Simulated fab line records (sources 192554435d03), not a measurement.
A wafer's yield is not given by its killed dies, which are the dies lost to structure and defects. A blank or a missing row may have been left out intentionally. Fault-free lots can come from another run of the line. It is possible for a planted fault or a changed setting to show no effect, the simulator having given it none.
The tool behind it: which one? -- flow n5-finfet -- 36 wafers from 12 lots sampled at 4 of the route's 1938 steps

WHAT EACH GAUGE READ, for each wafer
N5_BEOL_M1_CD_MEAS_11 targets a cd of 17.05 nm.
lot,measured,on,cd-nm (nm)
L075,day 6 08:23,cd-sem-03,17.34 17.06 17.12
L077,day 6 22:43,cd-sem-01,16.63 16.94 16.73
L079,day 7 06:05,cd-sem-03,16.63 16.73 16.85
L080,day 8 03:14,cd-sem-02,17.14 16.80 17.20
L083,day 8 11:40,cd-sem-02,17.39 16.68 17.07
L085,day 8 20:20,cd-sem-03,16.89 16.39 16.92
L087,day 9 10:13,cd-sem-02,17.71 17.51 17.05
L089,day 9 21:22,cd-sem-03,16.64 16.81 17.08
L091,day 10 07:43,cd-sem-03,16.92 17.49 17.47
L093,day 11 00:38,cd-sem-01,17.17 16.99 16.82
L095,day 11 10:52,cd-sem-01,16.69 16.70 16.81
L097,day 12 04:22,cd-sem-02,16.91 17.15 17.23

WHICH TOOL RAN EACH LOT (tool, then ch and the chambers of the sampled wafers, then the start)
lot,N5_BEOL_M0_STRIP_142,N5_BEOL_M0_ANNEAL_133,N5_BEOL_M0_ANNEAL_135
L075,"rie-diel-05 ch 0,1,2, day 6 01:32","pvd-sputter-03, day 6 04:18","pvd-sputter-03, day 6 04:25"
L077,"rie-diel-04 ch 0,1, day 6 17:59","pvd-sputter-01, day 6 19:35","pvd-sputter-01, day 6 19:42"
L079,"rie-diel-05 ch 0,1,2, day 7 01:46","pvd-sputter-03, day 7 03:18","pvd-sputter-03, day 7 03:25"
L080,"rie-diel-04 ch 1,2, day 7 22:22","pvd-sputter-02, day 8 00:03","pvd-sputter-02, day 8 00:10"
L083,"rie-diel-01 ch 0,1, day 8 07:53","pvd-sputter-01, day 8 09:02","pvd-sputter-01, day 8 09:10"
L085,"rie-diel-04 ch 1,2,3, day 8 13:50","pvd-sputter-01, day 8 16:39","pvd-sputter-01, day 8 16:46"
L087,"rie-diel-05 ch 0,1,2, day 9 03:07","pvd-sputter-02, day 9 05:52","pvd-sputter-02, day 9 05:59"
L089,"rie-diel-01 ch 0,2,3, day 9 16:44","pvd-sputter-03, day 9 18:17","pvd-sputter-03, day 9 18:25"
L091,"rie-diel-05 ch 0,1,3, day 10 01:00","pvd-sputter-03, day 10 02:56","pvd-sputter-03, day 10 03:03"
L093,"rie-diel-04 ch 1,3, day 10 16:48","pvd-sputter-03, day 10 19:47","pvd-sputter-03, day 10 19:54"
L095,"rie-diel-04 ch 0,1,3, day 11 05:34","pvd-sputter-01, day 11 06:57","pvd-sputter-01, day 11 07:04"
L097,"rie-diel-05 ch 0,1,2, day 11 21:42","pvd-sputter-02, day 12 01:38","pvd-sputter-02, day 12 01:46"
- N5_BEOL_M0_STRIP_142: strips in N2/H2, time 10 s.
- N5_BEOL_M0_ANNEAL_133: time 60 s.
- N5_BEOL_M0_ANNEAL_135: time 60 s.

THE ANSWER, worked out from the rows above alone
Rule: the lots themselves supply what counts as usual. Put in order of their means at a reading, lots are off if they are a third of the lots or fewer, leave a main group of 4 or more, and stand apart from it by a gap of 3 or more times the standard deviation of the main group's means; of several such gaps the widest counts. A main group is skipped when, at the precision printed for the reading in the tables above, its means are all equal. Also off: a lot with no number at a reading for which 4 or more lots have one. All remaining lots with rows at the step are treated as sound.
Across all readings shown, no lot is off: no conclusion can be drawn from this.

WHAT THE SIMULATOR HAD PUT IN
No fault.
